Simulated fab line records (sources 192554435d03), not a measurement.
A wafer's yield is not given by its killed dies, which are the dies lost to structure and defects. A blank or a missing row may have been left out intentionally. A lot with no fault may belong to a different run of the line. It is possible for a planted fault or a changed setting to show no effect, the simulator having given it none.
fab line records | flow n5_finfet
record: lots: 3 | wafers: 8 | last_day: 18
route steps=1938 shown BEOL_M14@1741 BEOL_M15@1773
lots with no fault: from the same line, run without faults
start_h: hours from the record's first day to the start of the lot's first wafer shown | wait_h: hours since the lot's step before | " identical to the entry in the row above | L1.1+2: a row that stands for several wafers | - no value present, or no start provided | * or withheld: withheld | < > ~ a bound
route shown NAME@n: NAME is a module with steps in the file, n the number in the route of the first one | usual: average and standard deviation across the fault-free wafers | same: alike in all rows | chamber/n: place in a boat | sites: the reading at each site | _std_site: the values' standard deviation | _edge_site: inner sites' mean taken away from outer sites' mean | radius_mm: how far each site lies from the wafer's centre | mask NAME#n: copy n | behind: the tool/chamber that last shaped the wafer | hold: the reason the lot was held/the length of the hold in hours/how it ended | device: whichever transistor did not switch (one of n, p or np) | end of line: the tests these same wafers got at the end of their route | a step given without rows: its recipe and nothing more | killed: count of dies lost to structure and defects at first sort (not the wafer's yield) | map: the dies of a wafer, with x for killed, . for not killed, _ for no die there
set.NAME: the setting as run; set.NAME@STEP: as run at that earlier step | model.NAME: the simulator's own value behind a step, which no gauge read
lots seen at some steps along the route; tables by step, rows by wafer
services: the hour from which a tool's chamber was out of use, counted from the record's first day as start_h (under 0 if before that day), plus the number of hours and why
== steps ==
step: N5_BEOL_M14_SOFTBAKE_23
recipe: temp_c: 130 | time_s: 60
step: N5_BEOL_M14_EXPOSE_25
recipe: mask_id: M14 | na: 0.8 | source_shape: annular | sigma_inner: 0.5 | sigma_outer: 0.8 | polarization: unpolarized | target_cd_nm: 280 | dose_mj: 26.6
step: N5_BEOL_M14_PEB_26
recipe: peb_temp_c: 130 | peb_time_s: 90
step: N5_BEOL_M14_DEVELOP_27
recipe: develop_time_s: 45 | rinse_liquid: diw | dry: air_spin | dev_temp_c: 21
step: N5_BEOL_M14_HARDBAKE_32
recipe: temp_c: 130 | time_s: 120
step: N5_BEOL_M14_DESCUM_33
recipe: chemistry: O2 | time_s: 7.9 | source_power_w: 50 | bias_power_w: 20 | pressure_mtorr: 20 | rf_frequency_hz: 2.712e+07 | temp_c: 40 | o2_flow_sccm: 225
step: N5_BEOL_M14_ETCH_67
recipe: chemistry: CF4 | target: SiARC | target_depth_a: 1430 | time_s: 238.3 | ion_energy_ev: 80 | pressure_mtorr: 40 | source_w: 545 | bias_w: 36 | Ar_flow_sccm: 100 | cf4_flow_sccm: 100 | ends: cleared
step: N5_BEOL_M14_ETCH_68
recipe: chemistry: N2/H2 | target: SOC | mask_material: SiARC | source_w: 3000 | bias_w: 350 | temp_c: 40 | time_s: 450 | ion_energy_ev: 200 | pressure_mtorr: 30 | n2_flow_sccm: 200 | h2_flow_sccm: 200
step: N5_BEOL_M14_STRIP_69
recipe: chemistry: N2/H2 | temp_c: 40 | n2_flow_sccm: 200 | h2_flow_sccm: 200 | rf_frequency_hz: 6e+07
step: N5_BEOL_M14_TRENCH_ETCH_34
recipe: chemistry: C4F8/O2/Ar | target: SiO2 | target_depth_a: 5566.5 | mask_material: SOC | he_inner_torr: 15 | he_outer_torr: 30 | time_s: 126.9 | ion_energy_ev: 800 | pressure_mtorr: 20 | source_w: 1905 | bias_w: 2040 | Ar_flow_sccm: 400 | C4F8_flow_sccm: 16 | O2_flow_sccm: 12
usual: drypump_motor_current_A: 5.7/0.39 | he_outer_torr: 30.00/0.058 | mfc_ar_sccm: 400.0/1.2 | oes_o_777_au: 0.83/0.089 | oes_product_au: 0.83/0.086 | rf_vpp_V: 2187/51 | showerhead_plenum_p_Torr: 3.44/0.12 | throttle_valve_pct: 30.74/0.21
lot.wafer | tool        | chamber | start_h | wait_h | drypump_motor_current_A | he_outer_torr | mfc_ar_sccm | oes_o_777_au | oes_product_au | rf_hours_counter_h | rf_vpp_V | showerhead_plenum_p_Torr | throttle_valve_pct | model.etch.depth_nm
L373.4    | rie_diel-02 | 1       | 290.54  | 0.1    | 5.9                     | 29.98         | 400.0       | 0.83         | 0.82           | -                  | 2268     | 3.47                     | 30.45              | 520.6
L373.5    | "           | 3       | "       | "      | 6.6                     | 29.95         | 401.9       | 0.66         | 0.65           | -                  | 2161     | 3.42                     | 30.90              | 520.7
L373.6    | "           | 2       | "       | "      | 5.6                     | 29.98         | 399.6       | 0.87         | 0.89           | -                  | 2124     | 3.36                     | 30.71              | 554.8
L382.2    | rie_diel-02 | 2       | 335.38  | 0.0    | 5.6                     | 30.02         | 400.6       | 0.83         | 0.85           | 43                 | 2124     | 3.35                     | 30.70              | 474.1
L382.6    | "           | 3       | "       | "      | 6.6                     | 30.03         | 401.2       | 0.93         | 0.94           | -                  | 2159     | 3.41                     | 30.72              | 534.8
L389.1    | rie_diel-04 | 0       | 386.52  | 0.0    | 5.6                     | 29.92         | 401.8       | 0.76         | 0.75           | 136                | 2233     | 3.57                     | 30.90              | 542.1
L389.4    | "           | 1       | "       | "      | 5.5                     | 30.10         | 398.6       | 0.92         | 0.89           | 27                 | 2193     | 3.51                     | 30.61              | 560.9
L389.6    | "           | 3       | "       | "      | 6.1                     | 29.94         | 399.4       | 0.78         | 0.81           | -                  | 2242     | 3.35                     | 30.69              | 538.1
step: N5_BEOL_M14_STRIP_70
recipe: chemistry: C4F8/O2/Ar | resist: SiARC | rf_frequency_hz: 6e+07
step: N5_BEOL_M14_OCD_MEAS_35
usual: trench_depth_nm: 547/21
lot.wafer | tool   | chamber | start_h | wait_h | trench_depth_nm
L373.4    | ocd-02 | -       | 290.64  | 0.0    | 521
L373.5    | "      | -       | "       | "      | 521
L373.6    | "      | -       | "       | "      | 555
L382.2    | ocd-01 | -       | 335.53  | 0.0    | 474
L382.6    | "      | -       | "       | "      | 536
L389.1    | ocd-02 | -       | 386.67  | 0.0    | 542
L389.4    | "      | -       | "       | "      | 561
L389.6    | "      | -       | "       | "      | 538
step: N5_BEOL_M14_STRIP_37
recipe: chemistry: O2 | power_w: 600 | temp_c: 60 | pressure_mtorr: 30 | rf_frequency_hz: 6e+07 | bias_power_w: 0 | overash_fraction: 0.3 | o2_flow_sccm: 225
step: N5_BEOL_M14_ETCH_38
recipe: chemistry: CF4/N2 | target: SiCN | target_depth_a: 1065 | taper_deg: 2 | time_s: 120.6 | ion_energy_ev: 150 | mask_material: SiO2 | pressure_mtorr: 40 | source_w: 430 | bias_w: 70 | Ar_flow_sccm: 100 | cf4_flow_sccm: 60 | n2_flow_sccm: 60
step: N5_BEOL_M14_PRECLEAN_39
recipe: chemistry: residue_remover | time_s: 60 | temp_c: 40
step: N5_BEOL_M14_SRD_40
recipe: time_s: 30 | temp_c: 23 | rinse_liquid: diw | dry: n2_spin | spin_rpm: 1500 | dry_time_s: 30
step: N5_BEOL_M14_DEGAS_41
recipe: ambient: vacuum | temp_c: 300 | time_s: 60
step: N5_BEOL_M14_PRE_CLEAN_42
recipe: gas: H2/He | time_s: 30 | temp_c: 300
step: N5_BEOL_M14_SPUTTER_43
recipe: material: TaN | target_thk_a: 150 | temp_c: 50 | bias_v: 168.6 | power_w: 15000 | chamber_pressure_pa: 0.12 | time_s: 24.19
step: N5_BEOL_M14_SPUTTER_44
recipe: material: Ta | target_thk_a: 150 | temp_c: 50 | bias_v: 80 | power_w: 15000 | chamber_pressure_pa: 0.07 | time_s: 24.19
step: N5_BEOL_M14_SPUTTER_45
recipe: material: Cu | target_thk_a: 1000 | temp_c: -20 | bias_v: 60 | power_w: 26000 | chamber_pressure_pa: 0.13 | time_s: 16.67
step: N5_BEOL_M14_ECD_47
recipe: material: Cu | target_thk_a: 12480
step: N5_BEOL_M14_ANNEAL_48
recipe: temp_c: 225 | time_s: 90 | ambient: N2
step: N5_BEOL_M14_CMP_49
recipe: stop_on: SiO2 | t_overpolish_s: 5.2 | down_force_psi: 2 | platen_rpm: 80 | clearing_platen_down_force_psi: 2 | clearing_platen_rpm: 80 | post_cmp_clean: cu_alkaline | target_thk_nm: 560 | clearing_platen_pad_velocity_m_s: 1.5917 | pad_velocity_m_s: 1.5917
usual: barrier_field_endpoint_s: 11.4/0.34 | motor_current_A: 8.1/1 | overpolish_run_s: 5.199/0.0093 | platen_rpm: 80.01/0.053 | slurry_flow_ml_min: 150.0/0.47 | time_to_endpoint_s: 120/5
lot.wafer | tool   | chamber | start_h | wait_h | barrier_field_endpoint_s | motor_current_A | overpolish_run_s | platen_rpm | slurry_flow_ml_min | time_to_endpoint_s | model.Cu_of_BEOL_M14_ECD_47.thk_nm
L373.4    | cmp-01 | 1       | 294.33  | 0.2    | 10.6                     | 7.0             | 5.191            | 80.08      | 149.4              | 109                | 522
L373.5    | "      | 0       | "       | "      | 11.4                     | 9.7             | 5.196            | 79.99      | 149.8              | 124                | 523.8
L373.6    | "      | 1       | "       | "      | 10.9                     | 6.9             | 5.208            | 80.03      | 149.0              | 111                | 556
L382.2    | cmp-03 | 0       | 340.34  | 0.2    | 11.2                     | 8.0             | 5.195            | 80.09      | 150.1              | 122                | 477.4
L382.6    | "      | 0       | "       | "      | 11.4                     | 8.3             | 5.191            | 79.96      | 150.4              | 123                | 538.4
L389.4    | cmp-03 | 2       | 389.14  | 0.2    | 10.8                     | 9.7             | 5.185            | 80.03      | 150.5              | 118                | 563.4
L389.1    | "      | 3       | "       | "      | 10.8                     | 8.3             | 5.188            | 80.01      | 150.5              | 114                | 544.8
L389.6    | "      | 0       | "       | "      | 11.0                     | 8.0             | 5.208            | 80.02      | 150.0              | 115                | 540.8
step: N5_BEOL_M14_THK_MEAS_50
recipe: thk_meas_gauge: xrf | reads: Cu_of_BEOL_M14_ECD_47
usual: M14_THK: 546/22
lot.wafer | tool          | chamber | start_h | wait_h | M14_THK[nm]
L373.4    | film_metro-01 | -       | 294.59  | -      | 509
L373.5    | "             | -       | "       | "      | 513
L373.6    | "             | -       | "       | "      | 544
L382.2    | film_metro-02 | -       | 340.64  | -      | 476
L382.6    | "             | -       | "       | "      | 537
L389.1    | film_metro-02 | -       | 389.36  | -      | 540
L389.4    | "             | -       | "       | "      | 559
L389.6    | "             | -       | "       | "      | 540
step: N5_BEOL_M14_PRE_CLEAN_52
recipe: gas: NH3 | time_s: 15 | temp_c: withheld | rf_power_w: 300
step: N5_BEOL_M14_DEP_53
recipe: material: SiCN | target_thk_a: 500 | temp_c: withheld | precursor: 3MS/NH3 | pressure_torr: 3 | rf_w: 675 | time_s: 17.8
step: N5_BEOL_M14_RS_MEAS_54
recipe: thk_meas_gauge: four-point-probe | reads: Cu_of_BEOL_M14_ECD_47+Ta_of_BEOL_M14_SPUTTER_44+TaN_of_BEOL_M14_SPUTTER_43
usual: M14_RS: 0.0339/0.0013
lot.wafer | tool          | chamber | start_h | wait_h | M14_RS[ohm/sq]
L373.4    | film_metro-02 | -       | 294.72  | 0.0    | 0.0358
L373.5    | "             | -       | "       | "      | 0.0356
L373.6    | "             | -       | "       | "      | 0.0335
L382.2    | film_metro-01 | -       | 340.77  | 0.1    | 0.0391
L382.6    | "             | -       | "       | "      | 0.0346
L389.1    | film_metro-02 | -       | 389.49  | 0.0    | 0.0341
L389.4    | "             | -       | "       | "      | 0.0330
L389.6    | "             | -       | "       | "      | 0.0345
step: N5_BEOL_M15_ILD_DEP_00
recipe: material: SiO2 | target_thk_a: 16293 | temp_c: 400 | precursor: TEOS/O2 | pressure_torr: 6.5 | rf_w: 900 | teos_flow_sccm: 161.4 | gas: O2 | flow_sccm: 2650 | time_s: 346.1
step: N5_BEOL_M15_COAT_58
recipe: resist: BARC | temp_c: 205 | time_s: 60 | spin_rpm: 1500 | resist_thk_nm: 89
step: N5_BEOL_M15_COAT_04
recipe: spin_rpm: 1704 | resist_thk_nm: 800
step: N5_BEOL_M15_EBR_06
recipe: solvent: PGMEA | ebr_width_mm: 1.5
step: N5_BEOL_M15_SOFTBAKE_05
recipe: temp_c: 130 | time_s: 60
step: N5_BEOL_M15_EXPOSE_07
recipe: mask_id: V14 | na: 0.8 | source_shape: annular | sigma_inner: 0.5 | sigma_outer: 0.8 | polarization: unpolarized | attpsm_phase_deg: 180 | dose_mj: 41.25
step: N5_BEOL_M15_PEB_08
recipe: peb_temp_c: 130 | peb_time_s: 90
step: N5_BEOL_M15_DEVELOP_09
recipe: develop_time_s: 45 | rinse_liquid: diw | dry: air_spin | dev_temp_c: 21
step: N5_BEOL_M15_HARDBAKE_14
recipe: temp_c: 130 | time_s: 120
step: N5_BEOL_M15_RC_MEAS_101
usual: COMB_M10: 1.4e-11/2.9e-12 | COMB_M11: 1.5e-11/3.3e-12 | COMB_M12: 6.4e-12/1.4e-12 | COMB_M12_max_site: 9.5e-12/2.5e-12 | COMB_M13: 4.9e-12/1.1e-12 | COMB_M14: 3.6e-12/1e-12 | COMB_M15: 2.4e-12/7.4e-13 | COMB_M5: 3.6e-11/7.6e-12 | COMB_M6: 2.5e-11/5.3e-12 | COMB_M7: 2.6e-11/5.2e-12 | COMB_M8: 2.7e-11/5e-12 | COMB_M9: 1.4e-11/3.5e-12 | SERP_M10: 3.20/0.11 | SERP_M10_max_site: 3.28/0.12 | SERP_M11: 3.09/0.11 | SERP_M12: 0.629/0.018 | SERP_M13: 0.307/0.0081 | SERP_M14: 0.163/0.0073 | SERP_M14_max_site: 0.165/0.0075 | SERP_M5: 39.9/2.4 | SERP_M5_max_site: 41.3/2.5 | SERP_M6: 14.3/0.69 | SERP_M7: 14.0/0.69 | SERP_M8: 14.3/0.76 | SERP_M8_max_site: 14.8/0.81 | SERP_M9: 3.09/0.097
lot.wafer | tool      | chamber | start_h | wait_h | COMB_M10[S/m] | COMB_M11[S/m] | COMB_M12[S/m] | COMB_M12_max_site[S/m] | COMB_M13[S/m] | COMB_M14[S/m] | COMB_M15[S/m] | COMB_M5[S/m] | COMB_M6[S/m] | COMB_M7[S/m] | COMB_M8[S/m] | COMB_M9[S/m] | SERP_M10[ohm/um] | SERP_M10_max_site[ohm/um] | SERP_M11[ohm/um] | SERP_M12[ohm/um] | SERP_M13[ohm/um] | SERP_M14[ohm/um] | SERP_M14_max_site[ohm/um] | SERP_M5[ohm/um] | SERP_M5_max_site[ohm/um] | SERP_M6[ohm/um] | SERP_M7[ohm/um] | SERP_M8[ohm/um] | SERP_M8_max_site[ohm/um] | SERP_M9[ohm/um]
L373.4    | prober-01 | 0       | 299.73  | 0.5    | 1.15e-11      | 1e-11         | 5.7e-12       | 6.9e-12                | 7.7e-12       | 2.7e-12       | 2.7e-12       | 3.7e-11      | 2.8e-11      | 2.8e-11      | 3.4e-11      | 1.5e-11      | 3.24             | 3.32                      | 3.35             | 0.627            | 0.309            | 0.175            | 0.177                     | 39.5            | 40.7                     | 14.0            | 13.8            | 13.3            | 14.2                     | 3.22
L373.5    | "         | 0       | "       | "      | 1.4e-11       | 1.2e-11       | 4.9e-12       | 8.9e-12                | 5.2e-12       | 2.4e-12       | 2.4e-12       | 4.1e-11      | 2.7e-11      | 3.1e-11      | 2.6e-11      | 1.6e-11      | 3.25             | 3.30                      | 3.34             | 0.611            | 0.300            | 0.175            | 0.177                     | 43.2            | 45.2                     | 14.3            | 13.9            | 14.1            | 14.5                     | 3.16
L373.6    | "         | 0       | "       | "      | 1.02e-11      | 1e-11         | 5.5e-12       | 8.5e-12                | 5e-12         | 2.6e-12       | 2e-12         | 6e-11        | 2.4e-11      | 3.1e-11      | 2.2e-11      | 1.8e-11      | 3.38             | 3.47                      | 3.18             | 0.638            | 0.313            | 0.164            | 0.166                     | 39.3            | 40.8                     | 14.9            | 13.9            | 12.8            | 13.9                     | 3.15
L382.2    | prober-01 | 0       | 349.72  | 0.2    | 1.84e-11      | 1.4e-11       | 4.3e-12       | 6.6e-12                | 4.6e-12       | 3.3e-12       | 2e-12         | 3.5e-11      | 2.8e-11      | 2.3e-11      | 2.1e-11      | 1.1e-11      | 3.34             | 3.40                      | 3.37             | 0.628            | 0.305            | 0.191            | 0.193                     | 37.0            | 38.1                     | 14.9            | 14.4            | 13.1            | 13.9                     | 2.88
L382.6    | "         | 0       | "       | "      | 1.07e-11      | 1.4e-11       | 6.4e-12       | 7.8e-12                | 5.7e-12       | 3.1e-12       | 2.5e-12       | 2.3e-11      | 1.9e-11      | 2.2e-11      | 2.7e-11      | 1.2e-11      | 3.10             | 3.18                      | 3.13             | 0.591            | 0.303            | 0.170            | 0.172                     | 39.4            | 40.6                     | 14.3            | 14.0            | 13.7            | 14.4                     | 2.91
L389.1    | prober-01 | 0       | 402.47  | 0.0    | 9.7e-12       | 1.1e-11       | 5.8e-12       | 1.14e-11               | 3.3e-12       | 3e-12         | 1.3e-12       | 3.8e-11      | 3.9e-11      | 2.2e-11      | 2.5e-11      | 1.6e-11      | 3.12             | 3.19                      | 3.15             | 0.635            | 0.312            | 0.164            | 0.165                     | 41.1            | 43.0                     | 14.0            | 12.4            | 13.7            | 14.7                     | 3.10
L389.4    | "         | 0       | "       | "      | 1.23e-11      | 1.3e-11       | 6.3e-12       | 7.5e-12                | 3e-12         | 2.9e-12       | 2.3e-12       | 3.1e-11      | 2.5e-11      | 3e-11        | 3e-11        | 1.4e-11      | 3.01             | 3.12                      | 3.13             | 0.662            | 0.293            | 0.160            | 0.161                     | 41.7            | 42.7                     | 14.9            | 13.1            | 14.4            | 14.8                     | 2.88
L389.6    | "         | 0       | "       | "      | 1.25e-11      | 9e-12         | 4.8e-12       | 1.02e-11               | 3.2e-12       | 2.9e-12       | 2.1e-12       | 3.3e-11      | 3.7e-11      | 2.8e-11      | 2.6e-11      | 1.6e-11      | 3.05             | 3.12                      | 3.16             | 0.638            | 0.294            | 0.161            | 0.163                     | 46.3            | 48.2                     | 14.7            | 13.0            | 13.2            | 14.0                     | 2.99
sites SERP_M14 radius_mm=0,75,75,75,75,140,140,140,140
L373.4 0.175 0.176 0.173 0.176 0.173 0.173 0.175 0.177 0.174
L382.2 0.190 0.190 0.191 0.193 0.189 0.191 0.191 0.190 0.193
L389.1 0.163 0.163 0.164 0.164 0.164 0.164 0.164 0.165 0.164
== services ==
tool        | chamber | start_h | hours | kind
cmp-01      | -       | 267.77  | 4.0   | pm
cmp-01      | -       | 271.77  | -     | consumable_replace:conditioner
cmp-01      | -       | 271.77  | -     | consumable_replace:pad
cmp-03      | -       | 273.50  | 26.7  | repair
rie_diel-02 | 0       | 277.44  | -     | clean
rie_diel-02 | 0       | 277.44  | -     | consumable_replace:focus_ring
rie_diel-02 | 0       | 277.44  | -     | consumable_replace:showerhead
rie_diel-02 | 0       | 277.44  | 14.1  | scheduled_down
rie_diel-02 | 0       | 277.44  | 14.1  | vent_cycle
rie_diel-02 | 3       | 294.33  | -     | clean
rie_diel-02 | 3       | 294.33  | -     | consumable_replace:focus_ring
rie_diel-02 | 3       | 294.33  | 19.3  | scheduled_down
rie_diel-02 | 3       | 294.33  | 19.3  | vent_cycle
cmp-03      | -       | 302.15  | 15.6  | pm
rie_diel-04 | 1       | 306.00  | -     | clean
rie_diel-04 | 1       | 306.00  | -     | consumable_replace:focus_ring
rie_diel-04 | 1       | 306.00  | 15.0  | scheduled_down
rie_diel-04 | 3       | 317.19  | 18.4  | repair
cmp-01      | -       | 324.78  | 0.4   | repair
cmp-03      | -       | 326.82  | 6.2   | pm
rie_diel-02 | 2       | 328.01  | 2.4   | repair
rie_diel-04 | 3       | 352.07  | 12.2  | repair
cmp-03      | -       | 354.59  | 0.9   | repair
cmp-03      | -       | 377.29  | 1.1   | repair
== key ==
first_sign: step: N5_BEOL_M14_OCD_MEAS_35 | reading: trench_depth_nm | direction: down | sigmas: 3.5 | usual: 547 | struck: 474
effect: step: N5_BEOL_M14_THK_MEAS_50 | reading: M14_THK | direction: down | sigmas: 3.2 | usual: 546 | struck: 476
effect: step: N5_BEOL_M14_RS_MEAS_54 | reading: M14_RS | direction: up | sigmas: 4 | usual: 0.0339 | struck: 0.0391
effect: step: N5_BEOL_M15_RC_MEAS_101 | reading: SERP_M14 | direction: up | sigmas: 3.7 | usual: 0.163 | struck: 0.191
model_effect: step: N5_BEOL_M14_TRENCH_ETCH_34 | value: etch.depth_nm | without: 545.8 | struck: 474.1
model_effect: step: N5_BEOL_M14_CMP_49 | value: Cu_of_BEOL_M14_ECD_47.thk_nm | without: 549 | struck: 477.4
met_at N5_BEOL_M14_TRENCH_ETCH_34
struck_wafers L382.2
onset_between 290.54 335.38
fault: kind: process_parameter_drift | tool: rie_diel-02 | chamber: - | onset_h: 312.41 | steps: N5_BEOL_M14_TRENCH_ETCH_34 | channel: time_s | offset: * | shape: step | end_h: 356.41 | scope: struck_wafers_only | acts_in: * | stated: *
